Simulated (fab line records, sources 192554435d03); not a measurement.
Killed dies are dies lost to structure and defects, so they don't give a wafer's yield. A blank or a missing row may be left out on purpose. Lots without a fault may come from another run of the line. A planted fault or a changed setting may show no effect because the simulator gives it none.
Which tool did it? | flow n5_finfet | 9 lots, 27 wafers sampled, at 5 steps of a route of 1938

WHAT THE GAUGES READ, wafer by wafer
N5_BEOL_M4_RC_MEAS_101. Usual: DIBL_N 36.5 mV/V, standard deviation 2.1; DIBL_P 36.6 mV/V, standard deviation 2.6; IOFF_N 0.17 nA/um, standard deviation 0.044; IOFF_P 0.21 nA/um, standard deviation 0.048; ION_N 674 uA/um, standard deviation 17; ION_P 462 uA/um, standard deviation 9.5; SS_N 71.6 mV/dec, standard deviation 0.77; SS_P 73.5 mV/dec, standard deviation 0.72; VT_N 250 mV, standard deviation 4.2; VT_P -250 mV, standard deviation 3.9.
lot  | measured     | on        | DIBL_N (mV/V)  | DIBL_P (mV/V)  | IOFF_N (nA/um) | IOFF_P (nA/um) | ION_N (uA/um) | ION_P (uA/um) | SS_N (mV/dec)  | SS_P (mV/dec)  | VT_N (mV)   | VT_P (mV)      | flag
L625 | day 10 06:04 | prober-01 | 41.7 34.2 40.5 | 40.4 32.3 40.5 | 0.31 0.13 0.29 | 0.35 0.19 0.34 | 707 678 703   | 476 467 475   | 73.8 70.7 72.2 | 74.9 72.7 74.8 | 241 251 241 | -242 -250 -243 |
L624 | day 10 11:35 | prober-02 | 37.2 40.6 39.5 | 37.7 42.3 40.8 | 0.14 0.24 0.20 | 0.20 0.28 0.25 | 667 706 685   | 462 478 465   | 71.1 72.4 72.2 | 73.0 74.4 74.3 | 253 241 248 | -253 -245 -247 |
L628 | day 11 17:02 | prober-02 | 35.0 42.0 34.9 | 34.2 43.0 33.9 | 0.13 0.28 0.13 | 0.15 0.29 0.16 | 644 704 676   | 440 470 457   | 71.1 73.0 71.1 | 72.1 74.2 73.0 | 253 241 249 | -258 -251 -253 |
L634 | day 13 00:13 | prober-01 | 38.7 38.1 36.4 | 38.6 38.9 36.6 | 0.21 0.21 0.16 | 0.25 0.25 0.21 | 703 696 677   | 473 480 455   | 71.7 71.5 70.9 | 74.1 73.7 73.3 | 243 244 248 | -249 -248 -250 |
L633 | day 13 12:01 | prober-02 | 37.6 33.3 38.7 | 39.6 33.2 41.4 | 0.18 0.12 0.20 | 0.24 0.15 0.28 | 667 664 664   | 456 453 460   | 72.1 70.7 72.3 | 74.0 72.2 74.4 | 250 253 247 | -249 -255 -250 |
L636 | day 13 12:47 | prober-02 | 37.3 35.9 33.9 | 36.0 32.5 32.2 | 0.16 0.13 0.11 | 0.23 0.17 0.17 | 677 642 643   | 461 446 449   | 71.2 70.9 70.0 | 73.4 72.0 71.7 | 248 254 252 | -247 -252 -249 |
L643 | day 15 03:29 | prober-02 | 34.4 36.6 37.4 | 33.6 36.6 37.9 | 0.13 0.17 0.18 | 0.17 0.22 0.24 | 667 691 679   | 457 472 468   | 70.5 71.7 71.6 | 72.3 73.8 73.5 | 250 249 250 | -251 -248 -246 |
L642 | day 15 10:08 | prober-02 | 36.3 37.3 34.7 | 37.5 39.0 33.1 | 0.18 0.22 0.14 | 0.28 0.31 0.19 | 697 695 648   | 485 473 451   | 72.9 72.6 72.8 | 73.5 73.7 72.3 | 248 246 257 | -246 -241 -251 |
L644 | day 15 13:25 | prober-01 | 34.9 37.3 35.3 | 36.2 38.6 35.4 | 0.12 0.16 0.13 | 0.17 0.21 0.16 | 664 671 666   | 459 469 453   | 71.3 71.8 71.5 | 73.3 74.0 72.8 | 257 252 255 | -256 -251 -258 |

N5_BEOL_M9_RS_MEAS_57: measures by four-point-probe. Usual: M9_RS 0.152 ohm/sq, standard deviation 0.0043.
lot  | measured     | on            | M9_RS (ohm/sq)    | flag
L625 | day 12 06:49 | film_metro-01 | 0.154 0.156 0.153 |
L624 | day 12 13:40 | film_metro-02 | 0.155 0.149 0.155 |
L628 | day 14 03:31 | film_metro-02 | 0.158 0.156 0.148 |
L634 | day 15 04:24 | film_metro-02 | 0.140 0.145 0.157 |
L633 | day 15 11:32 | film_metro-01 | 0.151 0.159 0.149 |
L636 | day 15 10:14 | film_metro-02 | 0.150 0.148 0.143 |
L643 | day 17 05:41 | film_metro-01 | 0.158 0.144 0.154 |
L642 | day 17 23:32 | film_metro-01 | 0.155 0.144 0.152 |
L644 | day 17 18:31 | film_metro-01 | 0.152 0.147 0.152 |

WHICH TOOL RAN EACH LOT (tool, then ch and the chambers of the sampled wafers, then the start)
lot  | N5_BEOL_M9_STRIP_19                | N5_BEOL_M9_CVD_78                | N5_BEOL_M9_CMP_52
L625 | rie_diel-03 ch 1,2,3, day 12 03:01 | cvd_co-01 ch 0,1,2, day 12 05:22 | cmp-02 ch 0,1,3, day 12 06:26
L624 | rie_diel-03 ch 0,1, day 12 07:10   | cvd_co-01 ch 0,1, day 12 12:37   | cmp-02 ch 0,1,2, day 12 13:19
L628 | rie_diel-02 ch 0,1,2, day 13 18:39 | cvd_co-01 ch 0,2, day 14 02:04   | cmp-01 ch 0,2,3, day 14 03:05
L634 | rie_diel-02 ch 0,2,3, day 14 23:44 | cvd_co-01 ch 0,2, day 15 02:44   | cmp-01 ch 0,2,3, day 15 03:58
L633 | rie_diel-03 ch 0,2,3, day 15 07:40 | cvd_co-02 ch 0, day 15 10:08     | cmp-02 ch 1,3, day 15 11:06
L636 | rie_diel-02 ch 0,1, day 15 02:29   | cvd_co-02 ch 0,2, day 15 07:26   | cmp-04 ch 0,1,2, day 15 09:50
L643 | rie_diel-02 ch 0,1,3, day 17 02:23 | cvd_co-01 ch 1,2, day 17 04:29   | cmp-01 ch 1,2,3, day 17 05:15
L642 | rie_diel-02 ch 0,1,3, day 17 18:46 | cvd_co-02 ch 0,1,2, day 17 22:28 | cmp-04 ch 1,2,3, day 17 23:07
L644 | rie_diel-02 ch 0,1,2, day 17 10:47 | cvd_co-01 ch 0,1, day 17 17:26   | cmp-04 ch 0,1,2, day 17 18:08
- N5_BEOL_M9_STRIP_19: strips in O2.
- N5_BEOL_M9_CVD_78: deposits Co from CCTBA/H2, target thk 2 nm, time 138.9 s.
- N5_BEOL_M9_CMP_52: polishes, stops on SiCOH lowk, t overpolish 7 s, target thk 140 nm.

WHAT THE TOOLS THEMSELVES READ (means of the sampled wafers that have a number; where no wafer has one, the mark that the record gives instead)
N5_BEOL_M9_STRIP_19. Usual: drypump_motor_current_A 5.6 A, standard deviation 0.36; oes_product_au 0.77 a.u., standard deviation 0.066; rf_vpp_V 3.7 V, standard deviation 0.58; showerhead_plenum_p_Torr 2.10 Torr, standard deviation 0.077; throttle_valve_pct 16.69 %, standard deviation 0.2.
lot  | tool        | drypump_motor_current_A (A) | oes_product_au (a.u.) | rf_vpp_V (V) | showerhead_plenum_p_Torr (Torr) | throttle_valve_pct (%) | flag
L625 | rie_diel-03 | 5.6                         | 0.71                  | 3.5          | 2.15                            | 16.95                  |
L624 | rie_diel-03 | 6.1                         | 0.81                  | 3.2          | 2.13                            | 16.70                  |
L628 | rie_diel-02 | 5.5                         | 0.78                  | 3.7          | 2.10                            | 16.62                  |
L634 | rie_diel-02 | 5.5                         | 0.72                  | 3.8          | 2.01                            | 16.76                  |
L633 | rie_diel-03 | 5.4                         | 0.80                  | 3.3          | 2.15                            | 16.74                  |
L636 | rie_diel-02 | 5.5                         | 0.78                  | 3.4          | 2.07                            | 16.56                  |
L643 | rie_diel-02 | 5.5                         | 0.83                  | 3.8          | 2.13                            | 16.50                  |
L642 | rie_diel-02 | 5.6                         | 0.82                  | 3.8          | 2.13                            | 16.51                  |
L644 | rie_diel-02 | 5.5                         | 0.74                  | 3.7          | 2.09                            | 16.68                  |

N5_BEOL_M9_CVD_78. Usual: chamber_pressure_Torr 30.01 Torr, standard deviation 0.067; run_length_s 161.5 s, standard deviation 0.6.
lot  | tool      | chamber_pressure_Torr (Torr) | run_length_s (s) | flag
L625 | cvd_co-01 | 30.03                        | 161.2            |
L624 | cvd_co-01 | 30.07                        | 161.6            |
L628 | cvd_co-01 | 29.94                        | 161.5            |
L634 | cvd_co-01 | -                            | -                | OFF
L633 | cvd_co-02 | 30.01                        | 160.9            |
L636 | cvd_co-02 | -                            | -                | OFF
L643 | cvd_co-01 | 30.03                        | 161.7            |
L642 | cvd_co-02 | 30.03                        | 161.6            |
L644 | cvd_co-01 | 29.95                        | 161.9            |

N5_BEOL_M9_CMP_52. Usual: barrier_field_endpoint_s 28.6 s, standard deviation 0.94; motor_current_A 6.1 A, standard deviation 0.72.
lot  | tool   | barrier_field_endpoint_s (s) | motor_current_A (A) | flag
L625 | cmp-02 | 28.2                         | 6.7                 |
L624 | cmp-02 | 29.2                         | 6.3                 |
L628 | cmp-01 | 29.1                         | 6.3                 |
L634 | cmp-01 | 25.7                         | 6.4                 | OFF
L633 | cmp-02 | 27.7                         | 6.2                 |
L636 | cmp-04 | 26.0                         | 6.0                 |
L643 | cmp-01 | 28.0                         | 5.8                 |
L642 | cmp-04 | 28.3                         | 6.0                 |
L644 | cmp-04 | 28.4                         | 6.1                 |

THE ANSWER, worked out from the rows above alone
Rule: a lot is off if the mean of its wafers that have a number lies more than 3 standard deviations from the usual mean. A lot without any number at a reading at which 4 lots or more have one is off too. The other lots that the step has rows for count as sound. The gauges are gone through in route order, then the tools' own readings, and for those a lot's mean is taken as printed above. The first step at which some lot is off is used, and at that step the reading that is off furthest; a lot without a number counts as furthest.
Off: L634, L636, at N5_BEOL_M9_CVD_78 (chamber_pressure_Torr). Without a number there: L634, L636.
A tool fits if, at that step or a process step before it, it ran every lot that is off, and no sound lot after the first of them. None of those tried fits.

WHAT THE SIMULATOR HAD PUT IN
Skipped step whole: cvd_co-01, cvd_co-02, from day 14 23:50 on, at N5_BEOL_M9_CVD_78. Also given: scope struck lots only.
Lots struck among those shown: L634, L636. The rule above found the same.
